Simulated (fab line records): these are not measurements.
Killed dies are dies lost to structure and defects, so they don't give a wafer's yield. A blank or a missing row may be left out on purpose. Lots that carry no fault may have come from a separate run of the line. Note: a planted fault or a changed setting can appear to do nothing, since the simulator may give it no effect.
fab line records ; flow nand_harc
record lots=6; wafers=18; last_day=33
route steps=1302 shown P_GATE@141 END@1302
lots that met no fault: taken from a fault-free run of the same line
start_h: hours from the record's opening day to when the first of the lot's shown wafers began ; wait_h: hours since the lot's step before ; " the same as in the row above ; L1.1+2: several wafers, shown together as one row ; - no value present, or no start provided ; * or withheld: withheld ; < > ~ a bound
route shown NAME@n: a module of which the file shows steps, and the number in the route of the first ; usual: the fault-free wafers' mean and standard deviation ; same: alike in all rows ; chamber/n: place in a boat ; sites: readings site by site ; _std_site: standard deviation of those values ; _edge_site: outer sites' mean less inner sites' ; radius_mm: how far each site lies from the wafer's centre ; mask NAME#n: copy n ; behind: the last tool/chamber to shape the wafer ; hold: why the lot was held/for how many hours/how that ended ; device: whichever transistor did not switch (one of n, p or np) ; end of line: tests run on the same wafers once the route is complete ; a step without rows: its recipe alone ; killed: dies lost to structure and defects at the first sort, not the wafer's yield ; map: a wafer's dies, x killed, . not, _ none there
set.NAME: setting as actually run; set.NAME@STEP: the setting as run at that earlier step ; model.NAME: the simulator's own value behind a step, which no gauge read
certain route steps with their lots: each step a table, each wafer a row
services: when a tool's chamber went out of use (start_h, in hours from the record's first day, below 0 if earlier), for how many hours, and the reason
## steps
# step NHARC_P_GATE_CD_MEAS_26
# recipe target_cd_nm=120; landing_energy_ev=500
# usual cd_nm=120.1/0.6
lot.wafer;tool;chamber;start_h;wait_h;cd_nm
L982.1;cd_sem-02;0;125.67;-;119.1
L982.2;cd_sem-02;0;125.67;-;119.9
L982.4;cd_sem-02;0;125.67;-;120.0
L987.1;cd_sem-02;0;177.00;-;120.2
L987.2;cd_sem-02;0;177.00;-;120.7
L987.6;cd_sem-02;0;177.00;-;120.5
L990.1;cd_sem-01;0;202.78;-;119.9
L990.3;cd_sem-01;0;202.78;-;120.6
L990.4;cd_sem-01;0;202.78;-;119.9
L100.2;cd_sem-03;0;311.17;-;120.5
L100.3;cd_sem-03;0;311.17;-;119.8
L100.5;cd_sem-03;0;311.17;-;120.0
L101.1;cd_sem-01;0;319.26;-;120.0
L101.3;cd_sem-01;0;319.26;-;119.2
L101.4;cd_sem-01;0;319.26;-;119.0
L102.1;cd_sem-01;0;322.75;-;121.1
L102.4;cd_sem-01;0;322.75;-;120.4
L102.6;cd_sem-01;0;322.75;-;119.5
# step NHARC_P_GATE_OVL_MEAS_27
# usual overlay_x_nm=0.1/0.75; overlay_y_nm=-0.1/0.81
lot.wafer;tool;chamber;start_h;wait_h;overlay_x_nm;overlay_y_nm
L982.1;overlay-02;-;125.76;-;0.6;0.7
L982.2;overlay-02;-;125.76;-;-0.9;0.6
L982.4;overlay-02;-;125.76;-;-0.3;0.4
L987.1;overlay-02;-;177.09;-;0.8;-0.4
L987.2;overlay-02;-;177.09;-;1.0;-1.3
L987.6;overlay-02;-;177.09;-;1.3;-0.9
L990.1;overlay-01;-;202.88;-;-1.3;-1.0
L990.3;overlay-01;-;202.88;-;-0.8;-0.6
L990.4;overlay-01;-;202.88;-;-1.1;-0.7
L100.2;overlay-01;-;311.26;-;-0.1;0.1
L100.3;overlay-01;-;311.26;-;-0.3;0.1
L100.5;overlay-01;-;311.26;-;-0.3;-0.1
L101.1;overlay-01;-;319.34;-;0.4;-0.6
L101.3;overlay-01;-;319.34;-;0.7;-0.4
L101.4;overlay-01;-;319.34;-;0.2;0.2
L102.1;overlay-01;-;322.84;-;0.1;0.1
L102.4;overlay-01;-;322.84;-;0.3;0.0
L102.6;overlay-01;-;322.84;-;0.4;-0.4
# step NHARC_P_GATE_INSPECT_28
# usual raw_defect_count=5.7/2.8
lot.wafer;tool;chamber;start_h;wait_h;raw_defect_count
L982.1;defect_inspect-01;-;125.80;0.0;11
L982.2;defect_inspect-01;-;125.80;0.0;6
L982.4;defect_inspect-01;-;125.80;0.0;7
L987.1;defect_inspect-02;-;177.13;0.0;3
L987.2;defect_inspect-02;-;177.13;0.0;0
L987.6;defect_inspect-02;-;177.13;0.0;5
L990.1;defect_inspect-02;-;202.92;0.0;8
L990.3;defect_inspect-02;-;202.92;0.0;4
L990.4;defect_inspect-02;-;202.92;0.0;3
L100.2;defect_inspect-01;-;311.29;0.0;2
L100.3;defect_inspect-01;-;311.29;0.0;8
L100.5;defect_inspect-01;-;311.29;0.0;8
L101.1;defect_inspect-02;-;319.38;0.0;8
L101.3;defect_inspect-02;-;319.38;0.0;7
L101.4;defect_inspect-02;-;319.38;0.0;5
L102.1;defect_inspect-02;-;322.88;0.0;6
L102.4;defect_inspect-02;-;322.88;0.0;5
L102.6;defect_inspect-02;-;322.88;0.0;4
# step NHARC_P_GATE_DESCUM_31
# recipe time_s=3; o2_flow_sccm=200; ar_flow_sccm=0; bias_power_w=0; chemistry=O2
# step NHARC_P_GATE_ETCH_104
# recipe target_depth_a=600; time_s=withheld; cf4_flow_sccm=100; chf3_flow_sccm=30; ar_flow_sccm=0; rf_w=500; bias_w=200; chemistry=CF4/CHF3
# usual drypump_motor_current_A=5.6/0.43; mfc_ar_sccm=0.014/0.012; oes_product_au=0.939/0.022; rf_vpp_V=370.9/1.9; showerhead_plenum_p_Torr=1.58/0.054; throttle_valve_pct=16.804/0.011
lot.wafer;tool;chamber;start_h;wait_h;drypump_motor_current_A;mfc_ar_sccm;oes_product_au;rf_vpp_V;showerhead_plenum_p_Torr;throttle_valve_pct
L982.2;rie_diel-02;2;125.94;0.1;5.4;0;0.969;372.5;1.62;16.803
L982.1;rie_diel-02;3;125.94;0.1;5.1;0.007;0.956;371.9;1.64;16.785
L982.4;rie_diel-02;1;125.94;0.1;6.4;0;0.955;371.3;1.56;16.804
L987.2;rie_diel-09;2;177.28;0.1;4.7;0.019;0.916;370.7;1.56;16.782
L987.1;rie_diel-09;3;177.28;0.1;5.1;0.000;0.927;366.7;1.51;16.824
L987.6;rie_diel-09;1;177.28;0.1;5.8;0.025;0.911;371.7;1.66;16.803
L990.4;rie_diel-02;3;203.07;0.1;5.2;0.007;0.957;372.5;1.64;16.799
L990.3;rie_diel-02;1;203.07;0.1;6.3;0;0.947;370.1;1.56;16.817
L990.1;rie_diel-02;2;203.07;0.1;5.4;0;0.956;371.7;1.62;16.792
L100.3;rie_diel-09;0;311.44;0.1;5.8;0.018;0.960;369.9;1.53;16.811
L100.2;rie_diel-09;1;311.44;0.1;5.8;0.025;0.986;373.6;1.66;16.814
L100.5;rie_diel-09;3;311.44;0.1;5.1;0.000;0.954;368.5;1.51;16.799
L101.3;rie_diel-04;0;319.53;0.1;5.8;0.023;0.973;369.2;1.58;16.797
L101.1;rie_diel-04;1;319.53;0.1;6.2;0.030;0.944;367.0;1.53;16.821
L101.4;rie_diel-04;2;319.53;0.1;5.7;0.020;0.968;367.5;1.48;16.799
L102.1;rie_diel-02;0;323.11;0.1;5.5;0;0.936;372.7;1.66;16.806
L102.4;rie_diel-02;1;323.11;0.1;6.4;0;0.925;370.4;1.56;16.815
L102.6;rie_diel-02;3;323.11;0.1;5.2;0.007;0.931;373.8;1.64;16.809
# step NHARC_P_GATE_HM_OPEN_105
# recipe target_depth_a=3600; o2_flow_sccm=400; cos_flow_sccm=20; ar_flow_sccm=0; rf_w=500; bias_w=300; chemistry=O2/COS
# step NHARC_P_GATE_STRIP_106
# recipe o2_flow_sccm=400; cos_flow_sccm=20; ar_flow_sccm=0; bias_w=0; chemistry=O2/COS
# step NHARC_P_GATE_ETCH_114
# recipe target_depth_a=300; overetch_a=30; time_s=16.5; ion_energy_ev=100; cf4_flow_sccm=80; o2_flow_sccm=20; ar_flow_sccm=0; rf_w=300; bias_w=100; chemistry=CF4/O2
# usual drypump_motor_current_A=5.6/0.42; mfc_ar_sccm=0.014/0.012; oes_product_au=0.998/0.011; rf_vpp_V=198.0/1.2; showerhead_plenum_p_Torr=1.34/0.048; throttle_valve_pct=13.397/0.0087
lot.wafer;tool;chamber;start_h;wait_h;drypump_motor_current_A;mfc_ar_sccm;oes_product_au;rf_hours_counter_h;rf_vpp_V;showerhead_plenum_p_Torr;throttle_valve_pct
L982.4;rie_diel-02;1;-;-;6.4;0;0.990;4.0;195.6;1.32;13.405
L982.2;rie_diel-02;2;-;-;5.4;0;0.997;4.5;199.1;1.38;13.406
L982.1;rie_diel-02;3;-;-;5.2;0.007;0.983;4.6;199.0;1.39;13.392
L987.2;rie_diel-09;3;-;-;5.1;0.000;0.993;0.9;196.3;1.28;13.379
L987.1;rie_diel-09;1;-;-;5.8;0.025;0.985;0.6;199.5;1.41;13.400
L987.6;rie_diel-09;3;-;-;5.1;0.000;0.993;-;196.7;1.28;13.391
L990.4;rie_diel-02;2;-;-;5.4;0;0.992;7.6;198.6;1.37;13.389
L990.1;rie_diel-02;3;-;-;5.1;0.007;0.990;8.1;197.3;1.39;13.387
L990.3;rie_diel-02;0;-;-;5.5;0;1.007;7.8;199.0;1.41;13.393
L100.3;rie_diel-09;2;-;-;4.8;0.019;0.991;7.9;197.6;1.32;13.389
L100.2;rie_diel-09;1;-;-;5.8;0.025;0.987;8.5;199.5;1.41;13.388
L100.5;rie_diel-09;2;-;-;4.8;0.019;0.993;-;196.4;1.32;13.386
L101.1;rie_diel-04;1;-;-;6.2;0.030;0.997;7.6;197.4;1.30;13.410
L101.4;rie_diel-04;2;-;-;5.7;0.020;0.993;7.3;197.0;1.26;13.396
L101.3;rie_diel-04;3;-;-;5.4;0.034;1.003;6.7;198.1;1.35;13.404
L102.4;rie_diel-02;2;-;-;5.4;0;0.984;4.4;197.9;1.37;13.395
L102.1;rie_diel-02;0;-;-;5.5;0;1.012;6.7;201.1;1.41;13.400
L102.6;rie_diel-02;2;-;-;5.4;0;0.978;-;199.3;1.37;13.398
# step NHARC_P_GATE_ETCH_32
# recipe target_depth_a=1500; over_etch_frac=1; over_etch_ion_energy_ev=40; time_s=100.1; hbr_flow_sccm=150; cl2_flow_sccm=50; rf_w=400; icp_w=400; bias_w=100; chemistry=HBr/Cl2
# step NHARC_P_GATE_STRIP_108
# recipe o2_flow_sccm=500; ar_flow_sccm=0; bias_w=0; chemistry=O2
# step NHARC_P_GATE_CD_MEAS_33
# usual cd_nm=120.7/2.3
lot.wafer;tool;chamber;start_h;wait_h;cd_nm
L982.1;cd_sem-01;-;126.66;-;122.0
L982.2;cd_sem-01;-;126.66;-;121.4
L982.4;cd_sem-01;-;126.66;-;121.8
L987.1;cd_sem-02;-;178.02;0.2;116.9
L987.2;cd_sem-02;-;178.02;0.2;121.4
L987.6;cd_sem-02;-;178.02;0.2;116.7
L990.1;cd_sem-01;-;203.81;-;119.2
L990.3;cd_sem-01;-;203.81;-;122.6
L990.4;cd_sem-01;-;203.81;-;125.5
L100.2;cd_sem-01;-;312.16;-;118.6
L100.3;cd_sem-01;-;312.16;-;118.1
L100.5;cd_sem-01;-;312.16;-;119.7
L101.1;cd_sem-02;-;320.24;-;120.5
L101.3;cd_sem-02;-;320.24;-;121.9
L101.4;cd_sem-02;-;320.24;-;119.5
L102.1;cd_sem-01;-;324.31;0.1;119.4
L102.4;cd_sem-01;-;324.31;0.1;119.6
L102.6;cd_sem-01;-;324.31;0.1;119.9
# step NHARC_P_GATE_STRIP_35
# recipe time_s=600; temp_c=130; chemistry=SPM
# step NHARC_P_GATE_PRECLEAN_73
# recipe time_s=*; temp_c=50; bath_age_min=0; chemistry=SC1
lot.wafer;tool;chamber;start_h;wait_h
L982.1+2+4;wet_bench-03;0,2,3;126.80;-
L987.1+2+6;wet_bench-02;7,3,4;178.14;-
L990.4+3+1;wet_bench-03;3,4,5;203.95;-
L100.2+3+5;wet_bench-02;7,0,3;312.28;-
L101.4+1+3;wet_bench-02;4,6,7;320.37;-
L102.6+4+1;wet_bench-03;1,5,6;324.43;-
# step NHARC_P_GATE_SRD_74
# step NHARC_P_GATE_ALD_36
# recipe target_thk_a=200; pulse_time_s=60; ald_cycles=223; temp_c=400; material=SiNx
# step NHARC_P_GATE_ETCHBACK_37
# recipe target_depth_a=345; time_s=17.2; chf3_flow_sccm=50; o2_flow_sccm=10; ar_flow_sccm=200; rf_w=500; bias_w=200; chemistry=CHF3/O2
# usual drypump_motor_current_A=5.6/0.44; mfc_ar_sccm=200.0/0.68; oes_product_au=0.95/0.034; rf_vpp_V=371.1/2.1; showerhead_plenum_p_Torr=2.42/0.085; throttle_valve_pct=20.572/0.0093
lot.wafer;tool;chamber;start_h;wait_h;drypump_motor_current_A;mfc_ar_sccm;oes_product_au;rf_hours_counter_h;rf_vpp_V;showerhead_plenum_p_Torr;throttle_valve_pct
L982.1;rie_diel-04;3;-;-;5.4;200.4;0.93;8.6;372.0;2.43;20.581
L982.2;rie_diel-04;0;-;-;5.8;198.9;0.93;8.9;369.8;2.41;20.583
L982.4;rie_diel-04;2;-;-;5.7;200.8;0.93;8.4;368.1;2.27;20.582
L987.1;rie_diel-02;2;-;-;5.4;200.4;1.00;7.2;372.2;2.47;20.585
L987.2;rie_diel-02;1;-;-;6.3;199.6;0.90;7.0;369.5;2.38;20.578
L987.6;rie_diel-02;3;-;-;5.1;200.5;0.90;-;371.9;2.50;20.587
L990.4;rie_diel-02;2;-;-;5.5;200.2;0.93;7.8;371.9;2.47;20.574
L990.1;rie_diel-02;0;-;-;5.5;199.8;0.94;8.0;371.9;2.54;20.581
L990.3;rie_diel-02;1;-;-;6.4;199.6;0.94;7.6;371.8;2.38;20.574
L100.3;rie_diel-02;1;-;-;6.4;199.6;0.92;5.2;368.5;2.38;20.562
L100.2;rie_diel-02;3;-;-;5.2;200.1;0.92;5.9;375.4;2.50;20.560
L100.5;rie_diel-02;1;-;-;6.4;199.5;0.92;-;370.1;2.38;20.560
L101.4;rie_diel-04;1;-;-;6.2;199.9;0.90;8.4;369.0;2.33;20.556
L101.1;rie_diel-04;2;-;-;5.8;200.2;0.91;8.3;366.8;2.26;20.598
L101.3;rie_diel-04;0;-;-;5.8;198.4;0.93;7.6;371.4;2.41;20.563
L102.4;rie_diel-02;2;-;-;5.4;199.4;0.92;4.6;371.7;2.47;20.582
L102.1;rie_diel-02;3;-;-;5.1;199.8;0.93;6.3;373.3;2.50;20.562
L102.6;rie_diel-02;0;-;-;5.5;200.1;0.92;-;374.7;2.53;20.558
# step NHARC_P_GATE_STRIP_101
# recipe time_s=20; o2_flow_sccm=500; ar_flow_sccm=0; bias_w=0; chemistry=O2
# step NHARC_P_GATE_PRECLEAN_97
# recipe time_s=600; temp_c=120; chemistry=SPM
# step NHARC_P_GATE_SRD_98
# step NHARC_P_GATE_PRECLEAN_99
# recipe time_s=*; temp_c=50; bath_age_min=0; chemistry=SC1
# step NHARC_P_GATE_SRD_100
# step NHARC_P_GATE_DEHYDRATE_38
# recipe temp_c=150; time_s=120
# step NHARC_P_GATE_HMDS_39
# recipe time_s=30
# step NHARC_P_GATE_COAT_40
# recipe spin_rpm=3000
# step NHARC_P_GATE_SOFTBAKE_41
# recipe temp_c=122; time_s=95
# step NHARC_P_GATE_EBR_42
# step NHARC_P_GATE_EXPOSE_43
# recipe na=0.6; target_cd_nm=720; dose_mj=14.81; mask_id=P_NSD
# step NHARC_P_GATE_PEB_44
# recipe peb_temp_c=118; peb_time_s=85
# step NHARC_P_GATE_DEVELOP_45
# recipe time_s=70
# step NHARC_P_GATE_CD_MEAS_46
# recipe target_cd_nm=720; landing_energy_ev=500
# usual cd_nm=720.2/1.5
lot.wafer;tool;chamber;start_h;wait_h;cd_nm
L982.1;cd_sem-02;0;137.64;-;720.9
L982.2;cd_sem-02;0;137.64;-;719.6
L982.4;cd_sem-02;0;137.64;-;720.7
L987.1;cd_sem-03;0;189.13;-;720.3
L987.2;cd_sem-03;0;189.13;-;719.7
L987.6;cd_sem-03;0;189.13;-;719.4
L990.1;cd_sem-02;0;214.92;-;717.0
L990.3;cd_sem-02;0;214.92;-;719.6
L990.4;cd_sem-02;0;214.92;-;721.2
L100.2;cd_sem-01;0;323.16;-;717.1
L100.3;cd_sem-01;0;323.16;-;719.5
L100.5;cd_sem-01;0;323.16;-;716.1
L101.1;cd_sem-03;0;331.30;-;719.2
L101.3;cd_sem-03;0;331.30;-;719.6
L101.4;cd_sem-03;0;331.30;-;718.9
L102.1;cd_sem-03;0;335.16;-;719.5
L102.4;cd_sem-03;0;335.16;-;720.6
L102.6;cd_sem-03;0;335.16;-;721.5
# step NHARC_P_GATE_HARDBAKE_47
# recipe temp_c=125; time_s=80
# step NHARC_P_GATE_DESCUM_48
# recipe time_s=3; o2_flow_sccm=200; ar_flow_sccm=0; bias_power_w=0; chemistry=O2
# step NHARC_P_GATE_IMPLANT_49
# recipe energy_kev=30; dose_cm2=3e+15; tilt_deg=7
# step NHARC_P_GATE_STRIP_111
# recipe power_w=1500; temp_c=110; time_s=250; chemistry=N2/H2
# usual drypump_motor_current_A=5.6/0.37; heater_power_w=93.9/2.4
lot.wafer;tool;chamber;start_h;wait_h;drypump_motor_current_A;heater_power_w;rf_hours_counter_h
L982.1;plasma_asher-01;1;138.19;0.2;5.5;89.8;29
L982.2;plasma_asher-01;0;138.19;0.2;5.0;102.3;29
L982.4;plasma_asher-01;0;138.19;0.2;5.0;101.5;-
L987.2;plasma_asher-01;1;189.66;0.2;5.5;89.2;2
L987.1;plasma_asher-01;0;189.66;0.2;5.0;91.8;2
L987.6;plasma_asher-01;0;189.66;0.2;5.1;91.7;-
L990.1;plasma_asher-02;1;215.52;0.3;6.1;96.3;28
L990.4;plasma_asher-02;1;215.52;0.3;6.1;97.1;-
L990.3;plasma_asher-02;0;215.52;0.3;5.8;94.0;-
L100.2;plasma_asher-01;1;323.73;0.2;5.5;92.1;25
L100.3;plasma_asher-01;1;323.73;0.2;5.5;92.3;-
L100.5;plasma_asher-01;0;323.73;0.2;5.0;90.2;-
L101.1;plasma_asher-01;1;331.83;0.2;5.5;91.1;26
L101.3;plasma_asher-01;1;331.83;0.2;5.5;91.8;-
L101.4;plasma_asher-01;0;331.83;0.2;5.0;92.5;-
L102.1;plasma_asher-01;0;335.79;0.2;5.0;93.1;27
L102.4;plasma_asher-01;1;335.79;0.2;5.5;91.1;-
L102.6;plasma_asher-01;1;335.79;0.2;5.5;91.5;-
# step NHARC_P_GATE_STRIP_75
# recipe power_w=1500; temp_c=250; chemistry=O2
# usual drypump_motor_current_A=5.6/0.37; heater_power_w=352/7.9
lot.wafer;tool;chamber;start_h;wait_h;drypump_motor_current_A;heater_power_w;rf_hours_counter_h
L982.1;plasma_asher-01;1;138.50;0.3;5.5;336;29
L982.2;plasma_asher-01;0;138.50;0.3;5.0;367;29
L982.4;plasma_asher-01;0;138.50;0.3;5.1;371;-
L987.2;plasma_asher-01;1;189.96;0.3;5.5;342;3
L987.1;plasma_asher-01;0;189.96;0.3;5.1;350;3
L987.6;plasma_asher-01;0;189.96;0.3;5.0;349;-
L990.1;plasma_asher-02;1;215.82;0.2;6.0;359;29
L990.4;plasma_asher-02;1;215.82;0.2;6.1;353;-
L990.3;plasma_asher-02;0;215.82;0.2;5.8;352;-
L100.2;plasma_asher-01;1;324.00;0.2;5.5;340;25
L100.3;plasma_asher-01;1;324.00;0.2;5.5;352;-
L100.5;plasma_asher-01;0;324.00;0.2;5.0;342;-
L101.1;plasma_asher-01;1;332.13;0.3;5.5;346;26
L101.3;plasma_asher-01;1;332.13;0.3;5.5;354;-
L101.4;plasma_asher-01;0;332.13;0.3;5.0;352;-
L102.1;plasma_asher-01;0;336.06;0.2;5.1;342;27
L102.4;plasma_asher-01;1;336.06;0.2;5.5;345;-
L102.6;plasma_asher-01;1;336.06;0.2;5.5;333;-
# step NHARC_P_GATE_STRIP_50
# recipe time_s=900; temp_c=130; chemistry=SPM
# step NHARC_P_GATE_DEHYDRATE_51
# recipe temp_c=150; time_s=120
# step NHARC_P_GATE_HMDS_52
# recipe time_s=30
# step NHARC_P_GATE_COAT_53
# recipe spin_rpm=3000
# step NHARC_P_GATE_SOFTBAKE_54
# recipe temp_c=122; time_s=95
# step NHARC_P_GATE_EBR_55
# step NHARC_P_GATE_EXPOSE_56
# recipe na=0.6; target_cd_nm=720; dose_mj=14.81; mask_id=P_PSD
# step NHARC_P_GATE_INSPECT_68
# usual raw_defect_count=226/96
lot.wafer;tool;chamber;start_h;wait_h;raw_defect_count
L982.1;defect_inspect-02;-;144.08;0.2;177
L982.2;defect_inspect-02;-;144.08;0.2;134
L982.4;defect_inspect-02;-;144.08;0.2;131
L987.1;defect_inspect-02;-;195.81;0.2;123
L987.2;defect_inspect-02;-;195.81;0.2;203
L987.6;defect_inspect-02;-;195.81;0.2;166
L990.1;defect_inspect-02;-;221.89;0.2;254
L990.3;defect_inspect-02;-;221.89;0.2;247
L990.4;defect_inspect-02;-;221.89;0.2;171
L100.2;defect_inspect-01;-;329.63;0.1;796
L100.3;defect_inspect-01;-;329.63;0.1;743
L100.5;defect_inspect-01;-;329.63;0.1;680
L101.1;defect_inspect-02;-;338.27;0.2;729
L101.3;defect_inspect-02;-;338.27;0.2;686
L101.4;defect_inspect-02;-;338.27;0.2;768
L102.1;defect_inspect-01;-;341.78;0.2;117
L102.4;defect_inspect-01;-;341.78;0.2;177
L102.6;defect_inspect-01;-;341.78;0.2;138
# step NHARC_END_SORT_01
# recipe temp_c=25
# usual killed_at_array=54/21; killed_at_other=1.0/1.2; killed_at_periphery=3.6/2.6; killed_dies=58/20; killed_open=3.3/1.9; killed_short=2.6/1.5
# same gross_dies=677
lot.wafer;tool;chamber;start_h;wait_h;killed_at_array;killed_at_other;killed_at_periphery;killed_dies;killed_open;killed_short
L982.1;prober-01;0;594.77;2.5;55;0;1;56;3;1
L982.2;prober-01;0;595.57;2.8;49;0;2;51;8;1
L982.4;prober-01;0;597.16;3.4;46;0;2;48;4;2
L990.1;prober-02;0;659.89;2.6;68;0;5;73;4;1
L990.3;prober-02;0;661.47;3.1;80;1;5;86;4;4
L990.4;prober-02;0;662.26;3.4;65;0;4;69;4;1
L100.2;prober-01;0;771.65;2.8;56;3;70;129;3;2
L100.3;prober-01;0;772.45;3.1;43;3;37;83;4;3
L100.5;prober-01;0;774.06;3.7;53;4;65;122;3;2
L101.1;prober-01;0;788.25;2.5;32;0;56;88;0;1
L101.3;prober-01;0;789.82;3.1;28;2;63;93;3;2
L101.4;prober-01;0;790.60;3.4;36;0;46;82;2;3
# killed by level:class
L982.1 A_CHANNEL_HOLE_D1:chamber_film_flake=36 A_CHANNEL_HOLE_D2:chamber_film_flake=6 A_CONTACT:chamber_film_flake=5 A_CHANNEL_FILL_D1:geometric_particle:open=1 A_DECK1_JOINT:geometric_particle:open=1 A_CHANNEL_FILL_D2:geometric_particle:short=1 A_M1:geometric_particle:open=1 P_STI:chamber_film_flake=1
L982.2 A_CHANNEL_HOLE_D1:chamber_film_flake=25 A_CHANNEL_HOLE_D2:chamber_film_flake=7 A_DECK1_JOINT:chamber_film_flake=4 A_M0:geometric_particle:open=3 A_CHANNEL_FILL_D1:chamber_film_flake=2 A_STAIRCASE:chamber_film_flake=2 A_CONTACT:chamber_film_flake=2 P_GATE:geometric_particle:open=1
L982.4 A_CHANNEL_HOLE_D1:chamber_film_flake=28 A_CHANNEL_HOLE_D2:chamber_film_flake=6 A_BLC:geometric_particle:open=3 P_ZERO_WELL:chamber_film_flake=2 A_CONTACT:chamber_film_flake=2 A_ONON_D2:geometric_particle:open=1 A_CHANNEL_FILL_D2:geometric_particle:short=1 A_WL_FILL:geometric_particle:short=1
L990.1 A_CHANNEL_HOLE_D1:chamber_film_flake=24 A_SLIT:chamber_film_flake=17 A_STAIRCASE:chamber_film_flake=9 A_M1:chamber_film_flake=4 P_M2:chamber_film_flake=3 A_ZERO_WELL:chamber_film_flake=3 A_CONTACT:chamber_film_flake=3 A_SGD_CUT:chamber_film_flake=2
L990.3 A_SLIT:chamber_film_flake=31 A_CHANNEL_HOLE_D1:chamber_film_flake=27 A_STAIRCASE:chamber_film_flake=8 A_SGD_CUT:chamber_film_flake=3 A_WL_FILL:geometric_particle:open=2 A_CONTACT:chamber_film_flake=2 P_CONTACT:geometric_particle:short=1 A_CHANNEL_FILL_D1:geometric_particle:short=1
L990.4 A_CHANNEL_HOLE_D1:chamber_film_flake=31 A_SLIT:chamber_film_flake=15 A_STAIRCASE:chamber_film_flake=6 P_CONTACT:geometric_particle:open=2 A_ZERO_WELL:chamber_film_flake=2 A_CHANNEL_FILL_D1:chamber_film_flake=2 A_CHANNEL_FILL_D2:chamber_film_flake=2 A_CHANNEL_FILL_D1:geometric_particle:open=1
L100.2 P_GATE:unspecified=65 A_CHANNEL_HOLE_D1:chamber_film_flake=19 A_CHANNEL_HOLE_D2:chamber_film_flake=13 A_STAIRCASE:chamber_film_flake=10 A_SLIT:chamber_film_flake=8 THIN_TSV:chamber_film_flake=3 P_CONTACT:geometric_particle:open=2 P_ZERO_WELL:chamber_film_flake=2
L100.3 P_GATE:unspecified=34 A_CHANNEL_HOLE_D2:chamber_film_flake=13 A_CHANNEL_HOLE_D1:chamber_film_flake=8 A_STAIRCASE:chamber_film_flake=8 A_SLIT:chamber_film_flake=6 THIN_TSV:chamber_film_flake=3 A_ONON_D1:geometric_particle:open=2 P_GATE:geometric_particle:short=1
L100.5 P_GATE:unspecified=63 A_CHANNEL_HOLE_D2:chamber_film_flake=23 A_CHANNEL_HOLE_D1:chamber_film_flake=10 A_SLIT:chamber_film_flake=8 A_STAIRCASE:chamber_film_flake=5 A_CONTACT:chamber_film_flake=3 THIN_TSV:chamber_film_flake=3 A_CHANNEL_FILL_D1:geometric_particle:open=2
L101.1 P_GATE:unspecified=50 A_CHANNEL_HOLE_D1:chamber_film_flake=17 A_SLIT:chamber_film_flake=5 P_ZERO_WELL:chamber_film_flake=3 A_CONTACT:chamber_film_flake=3 A_STAIRCASE:chamber_film_flake=3 P_GATE:chamber_film_flake=2 A_DECK1_JOINT:chamber_film_flake=2
L101.3 P_GATE:unspecified=61 A_CHANNEL_HOLE_D1:chamber_film_flake=11 A_CONTACT:chamber_film_flake=6 A_SLIT:chamber_film_flake=5 P_M1:geometric_particle:open=1 A_CHANNEL_HOLE_D1:geometric_particle:short=1 A_CHANNEL_FILL_D1:geometric_particle:open=1 A_WL_FILL:geometric_particle:short=1
L101.4 P_GATE:unspecified=43 A_CHANNEL_HOLE_D1:chamber_film_flake=15 A_SLIT:chamber_film_flake=9 A_DECK1_JOINT:chamber_film_flake=3 P_GATE:chamber_film_flake=2 A_CONTACT:chamber_film_flake=2 P_CONTACT:geometric_particle:open=1 A_DECK1_JOINT:geometric_particle:open=1
# map L100.2 (x killed, . not)
____________.____________
_________......._________
_______........x.._______
______.............______
_____...x..........._____
____.................____
____..xx.............____
___xxx.xx.............___
___.xxx...............___
__.x....x..............__
__x.xxxx...x...........__
_....xx...x............._
_x.x...xx..............._
_.x..........x.........._
_.....x.x..x.........x.._
_..xx...........x......._
.x....x.....x.......xxxxx
..x...........x....xxxxx.
...............x...xxxxxx
...x...............xxxxxx
...............x..xxxxxxx
_................x.xxxxx_
_.................xxxxxx_
_....x............xxxxxx_
_xx.x............x.xxxxx_
_xx.........x..x...xxxxx_
__xx..........x...xxxxx__
__xxx................xx__
___xx..............x..___
___x.........x...x....___
____.................____
____.................____
_____..............._____
______.............______
_______..........._______
_________......._________
____________.____________
# map L101.3 (x killed, . not)
____________.____________
_________......._________
_______..........._______
______.............______
_____..............._____
____.................____
____.................____
___x...............x..___
___........x..........___
__.x.xxx...............__
__................x....__
_....x.................._
_.xx.xx.........x......._
_x..x..................._
_.x....................._
_...................x..._
.....................xxx.
....................xxxx.
...................xxxxxx
..x.............x..xxxxxx
...................xxxxxx
_................xxxxxxx_
_.................xxxxxx_
_x................xxxxxx_
_x.x...............xxxxx_
_x.xx.......x..x..x.xxxx_
__xx................xxx__
__.x................xxx__
___x..................___
___x..................___
____.................____
____.................____
_____..............._____
______.............______
_______..........._______
_________......._________
____________.____________
## services
tool;chamber;start_h;hours;kind
plasma_asher-01;-;107.29;3.2;repair
rie_diel-02;0;122.20;-;clean
rie_diel-02;1;122.20;-;clean
rie_diel-02;2;122.20;-;clean
rie_diel-02;3;122.20;-;clean
rie_diel-09;-;143.10;9.0;pm
rie_diel-02;0;146.70;-;clean
plasma_asher-01;-;165.00;9.0;pm
rie_diel-02;2;175.33;5.0;repair
rie_diel-04;-;177.97;9.0;pm
wet_bench-02;-;198.03;7.7;repair
rie_diel-09;-;208.35;5.2;repair
plasma_asher-01;-;208.77;18.5;repair
wet_bench-03;-;210.40;8.0;pm
rie_diel-02;-;216.70;9.0;pm
wet_bench-02;-;244.00;8.0;pm
plasma_asher-01;-;248.91;2.0;repair
plasma_asher-02;-;249.00;9.0;pm
rie_diel-04;2;272.85;2.9;repair
rie_diel-02;2;284.47;4.8;repair
rie_diel-02;-;304.69;0.1;repair
rie_diel-09;-;320.10;9.0;pm
rie_diel-04;3;323.75;3.1;repair
wet_bench-03;-;326.36;5.6;repair
## key
first_sign step=NHARC_P_GATE_INSPECT_68; reading=raw_defect_count; direction=up; sigmas=5.3; usual=226; struck=734
effect step=NHARC_END_SORT_01; reading=killed_at_periphery; direction=up; sigmas=20; usual=3.6; struck=56.2
more_kills_born_at NHARC_P_GATE_PRECLEAN_73@wet_bench-02=316
met_at NHARC_P_GATE_PRECLEAN_73
struck_wafers L100.2,L100.3,L100.5,L101.1,L101.3,L101.4
tester_left_out L100,L101
onset_between 178.14 312.28
fault kind=chamber_particle_source; tool=wet_bench-02; chamber=-; onset_h=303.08; steps=NHARC_P_GATE_PRECLEAN_73; rate_per_visit_cm2=0.5641; end_h=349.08
# tester_left_out: of these lots the tester's yield and bins aren't shown, on N5 and GAA mostly nor the transistor test; their killed dies are dies lost to structure and defects alone, not to doping, threshold or leakage, so they don't give the yield
